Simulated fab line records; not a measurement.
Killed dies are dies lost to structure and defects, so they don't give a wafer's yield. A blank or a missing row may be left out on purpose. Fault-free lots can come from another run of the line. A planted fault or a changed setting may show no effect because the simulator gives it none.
Which tool was responsible? || flow n5Finfet || 27 wafers sampled from 9 lots at 1 step of a route of 1938

== WHAT EACH GAUGE READ, for each wafer ==
N5_BEOL_M4_RC_MEAS_101.
{"lot": "L379", "measured": "day 9 23:50", "on": "prober-01", "DIBL_N (mV/V)": "33.4 36.2 33.5", "DIBL_P (mV/V)": "32.7 36.8 33.2", "IOFF_N (nA/um)": "0.110 0.159 0.118", "IOFF_P (nA/um)": "0.178 0.238 0.193", "ION_N (uA/um)": "655 675 662", "ION_P (uA/um)": "458 467 460", "SS_N (mV/dec)": "71.1 71.8 71.7", "SS_P (mV/dec)": "72.8 73.8 72.7", "VT_N (mV)": "256.1 250.2 255.2", "VT_P (mV)": "-254 -249 -249"}
{"lot": "L380", "measured": "day 10 10:56", "on": "prober-02", "DIBL_N (mV/V)": "36.0 35.8 35.5", "DIBL_P (mV/V)": "36.8 36.5 35.6", "IOFF_N (nA/um)": "0.169 0.161 0.147", "IOFF_P (nA/um)": "0.232 0.217 0.207", "ION_N (uA/um)": "680 669 668", "ION_P (uA/um)": "460 464 462", "SS_N (mV/dec)": "71.8 71.2 70.6", "SS_P (mV/dec)": "73.4 73.5 73.5", "VT_N (mV)": "247.9 250.9 250.3", "VT_P (mV)": "-249 -248 -249"}
{"lot": "L381", "measured": "day 10 15:25", "on": "prober-01", "DIBL_N (mV/V)": "36.2 35.1 36.1", "DIBL_P (mV/V)": "36.6 35.4 35.4", "IOFF_N (nA/um)": "0.162 0.136 0.149", "IOFF_P (nA/um)": "0.206 0.191 0.187", "ION_N (uA/um)": "677 669 672", "ION_P (uA/um)": "460 462 457", "SS_N (mV/dec)": "72.1 72.1 71.4", "SS_P (mV/dec)": "73.0 72.4 73.0", "VT_N (mV)": "248.5 253.7 251.0", "VT_P (mV)": "-249 -251 -253"}
{"lot": "L384", "measured": "day 11 13:58", "on": "prober-01", "DIBL_N (mV/V)": "37.6 38.2 38.0", "DIBL_P (mV/V)": "36.1 36.5 36.5", "IOFF_N (nA/um)": "0.164 0.172 0.171", "IOFF_P (nA/um)": "0.219 0.221 0.224", "ION_N (uA/um)": "681 681 679", "ION_P (uA/um)": "467 459 469", "SS_N (mV/dec)": "72.0 71.8 72.0", "SS_P (mV/dec)": "74.4 73.3 74.4", "VT_N (mV)": "250.7 251.0 251.4", "VT_P (mV)": "-251 -250 -250"}
{"lot": "L385", "measured": "day 11 19:39", "on": "prober-01", "DIBL_N (mV/V)": "35.1 34.0 32.9", "DIBL_P (mV/V)": "37.4 34.9 33.9", "IOFF_N (nA/um)": "0.143 0.126 0.111", "IOFF_P (nA/um)": "0.196 0.170 0.147", "ION_N (uA/um)": "683 676 661", "ION_P (uA/um)": "462 459 458", "SS_N (mV/dec)": "71.1 70.4 70.1", "SS_P (mV/dec)": "73.2 72.8 72.5", "VT_N (mV)": "252.7 253.2 255.1", "VT_P (mV)": "-252 -252 -256"}
{"lot": "L386", "measured": "day 11 22:26", "on": "prober-02", "DIBL_N (mV/V)": "36.1 38.3 36.5", "DIBL_P (mV/V)": "36.3 38.2 37.3", "IOFF_N (nA/um)": "0.154 0.175 0.153", "IOFF_P (nA/um)": "0.225 0.267 0.239", "ION_N (uA/um)": "681 670 673", "ION_P (uA/um)": "468 467 469", "SS_N (mV/dec)": "71.6 72.2 70.9", "SS_P (mV/dec)": "73.2 74.2 72.9", "VT_N (mV)": "248.3 247.9 251.3", "VT_P (mV)": "-248 -244 -248"}
{"lot": "L389", "measured": "day 12 13:46", "on": "prober-01", "DIBL_N (mV/V)": "35.9 35.9 35.1", "DIBL_P (mV/V)": "34.7 34.7 34.3", "IOFF_N (nA/um)": "0.143 0.135 0.128", "IOFF_P (nA/um)": "0.183 0.176 0.175", "ION_N (uA/um)": "681 662 663", "ION_P (uA/um)": "462 454 456", "SS_N (mV/dec)": "71.0 71.6 71.0", "SS_P (mV/dec)": "73.4 72.7 73.2", "VT_N (mV)": "251.3 252.8 253.3", "VT_P (mV)": "-252 -254 -253"}
{"lot": "L390", "measured": "day 13 06:08", "on": "prober-02", "DIBL_N (mV/V)": "34.0 33.1 32.6", "DIBL_P (mV/V)": "35.5 34.0 32.9", "IOFF_N (nA/um)": "0.165 0.133 0.132", "IOFF_P (nA/um)": "0.218 0.186 0.181", "ION_N (uA/um)": "681 673 668", "ION_P (uA/um)": "469 463 462", "SS_N (mV/dec)": "71.8 71.9 71.5", "SS_P (mV/dec)": "73.3 73.2 72.8", "VT_N (mV)": "251.1 253.3 251.0", "VT_P (mV)": "-248 -255 -252"}
{"lot": "L393", "measured": "day 13 09:00", "on": "prober-01", "DIBL_N (mV/V)": "35.9 35.7 35.5", "DIBL_P (mV/V)": "36.2 37.0 36.0", "IOFF_N (nA/um)": "0.163 0.162 0.160", "IOFF_P (nA/um)": "0.224 0.232 0.228", "ION_N (uA/um)": "680 677 685", "ION_P (uA/um)": "471 472 468", "SS_N (mV/dec)": "71.2 71.3 70.9", "SS_P (mV/dec)": "73.9 74.4 73.7", "VT_N (mV)": "248.4 247.8 250.4", "VT_P (mV)": "-248 -249 -251"}

== EACH LOT AND THE TOOL THAT RAN IT (in order: tool; ch and the chambers of the sampled wafers; start) ==
The record shows no process step preceding these readings.

== WHAT THE TOOLS THEMSELVES READ (means of the sampled wafers that have a number; where no wafer has one, the mark that the record gives instead) ==
The record holds no such reading with a usual standard deviation.

== THE ANSWER, worked out from the rows above alone ==
Rule: the usual values come from the lots themselves. The widest of any qualifying gaps counts: lots, ordered by their means at a reading, are off when they make up no more than a third of the lots, leave a main group of 4 or more, and stand apart from it by 3 or more times the standard deviation of that group's means. A main group is skipped when, at the precision printed for the reading in the tables above, its means are all equal. Also off: a lot with no number at a reading for which 4 or more lots have one. Where the step has rows for the other lots, those lots are counted as sound. Order of review: gauges by route order, followed by the tools' own readings, for which a lot's mean as printed above is used. At the first step where some lot is off, the reading lying furthest off is the one used; lots without a number count as furthest.
Nothing can be told from this: no lot is off at any reading shown.

== WHAT THE SIMULATOR PUT IN ==
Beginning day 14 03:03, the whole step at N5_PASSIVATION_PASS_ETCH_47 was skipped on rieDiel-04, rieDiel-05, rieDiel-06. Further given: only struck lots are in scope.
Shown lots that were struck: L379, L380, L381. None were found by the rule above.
